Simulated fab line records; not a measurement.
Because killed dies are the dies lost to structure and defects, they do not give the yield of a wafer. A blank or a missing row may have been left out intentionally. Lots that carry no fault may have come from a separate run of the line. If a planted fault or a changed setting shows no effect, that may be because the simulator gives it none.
Split-lot trial ; flow n5Finfet ; on a route of 1938 steps: 7 lots, 21 wafers read

== ON THE SPLIT ==
At N5_MOL_CONTACT_COAG_DESCUM_45 (chemistry O2, time 7 s), the setting timeS was moved away from the recipe's 7 s on 9 of the 21 wafers read, by -13.4% to +20.8%. The other wafers ran this setting at the recipe's value.

== FROM THE SPLIT ON TO THE READING: in between, the file shows 1 step ==
- N5_MOL_CONTACT_COAG_ETCH_65: etches underlayer in N2/H2, target depth 13 nm, time 10.4 s

== THE READING ==
CAR-EUV_of_MOL_CONTACT_COAG_COAT_34.thkNm (the simulator's own value, which no gauge read), in nm, at N5_MOL_CONTACT_COAG_ETCH_66 (etches SiARC in CF4, target depth 13 nm, time 21.7 s). No usual value for it is given in the file. Here, 12 wafers ran the recipe; their average is 16.8 nm with a standard deviation of 0.14 nm.

wafer;tool, chamber at the split;timeS as run, s;against the recipe;CAR-EUV_of_MOL_CONTACT_COAG_COAT_34.thkNm, nm;against lot-mates on the recipe
L076.1;rieDiel-01, 1,3,3;7;recipe;16.6;-
L076.3;rieDiel-01, 1,3,3;7;recipe;16.8;-
L076.6;rieDiel-01, 1,3,3;7;recipe;16.8;-
L077.3;rieDiel-03, 3,0;7;recipe;16.8;-
L077.4;rieDiel-03, 1;6.06;-13.4%;17.4;+0.4
L077.6;rieDiel-03, 3,0;7;recipe;17.2;-
L078.2;rieDiel-05, 2,3,2;7;recipe;17;-
L078.4;rieDiel-05, 2,3,2;7;recipe;16.8;-
L078.5;rieDiel-05, 2,3,2;7;recipe;16.8;-
L081.3;rieDiel-03, 1,2,3;7;recipe;16.8;-
L081.4;rieDiel-03, 1,2,3;7;recipe;16.8;-
L081.6;rieDiel-03, 1,2,3;7;recipe;16.8;-
L091.2;rieDiel-03, 3,1;8.454;+20.8%;16.2;-0.6
L091.3;rieDiel-03, 3,1;8.454;+20.8%;16;-0.8
L091.6;rieDiel-03, 1;7;recipe;16.8;-
L093.2;rieDiel-01, 1,3,0;6.583;-6.0%;17.2;no lot-mate on the recipe
L093.4;rieDiel-01, 1,3,0;6.583;-6.0%;17.2;no lot-mate on the recipe
L093.5;rieDiel-01, 1,3,0;6.583;-6.0%;17.2;no lot-mate on the recipe
L095.3;rieDiel-05, 0,1,0;6.563;-6.2%;17;no lot-mate on the recipe
L095.4;rieDiel-05, 0,1,0;6.563;-6.2%;17;no lot-mate on the recipe
L095.5;rieDiel-05, 0,1,0;6.563;-6.2%;17;no lot-mate on the recipe
The file does not say which wafer passed through which chamber wherever a row lists several chambers: such a row stands for several wafers.

FIT RESULTS
A straight line over all 21 wafers: CAR-EUV_of_MOL_CONTACT_COAG_COAT_34.thkNm changes by -0.0376 nm for each +1% of timeS; r = -0.92; the points scatter about the line by 0.13 nm.
The same after taking each lot's own level away (the mean of its wafers on the recipe; 15 wafers): -0.0329 nm for each +1%; r = -0.93; scatter 0.11 nm.
According to that fit, moving timeS by its largest amount changes the reading by 0.68 nm.
The lots' own levels span 16.73 to 17.00 nm, that is 1.9 times the standard deviation above.
So the lot-to-lot level changes the slope: the two fits differ.
Check: with one of the wafers moved furthest among these (+20.8%) left out of the fit, the line predicts -0.754 nm for it against its lot-mates. Against them it came out at -0.6 nm.

== FURTHER SPLITS ON THESE WAFERS ==
Before the reading, these wafers also passed through other splits. Each is held against what the fit with the lots' levels taken away leaves over:
other split on the same wafers;wafers away from the commonest value;r with CAR-EUV_of_MOL_CONTACT_COAG_COAT_34.thkNm (lot level and that fit taken away)
N5_HKMG_FIN_HK_ALD_01 aldCycles;8;+0.04
N5_MOL_CONTACT_COAG_COAT_75 spinRpm;6;+0.36

== THE FILE'S OWN FIT ==
CAR-EUV_of_MOL_CONTACT_COAG_COAT_34.thkNm changes by -0.0325 nm for each +1% of timeS, r = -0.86.
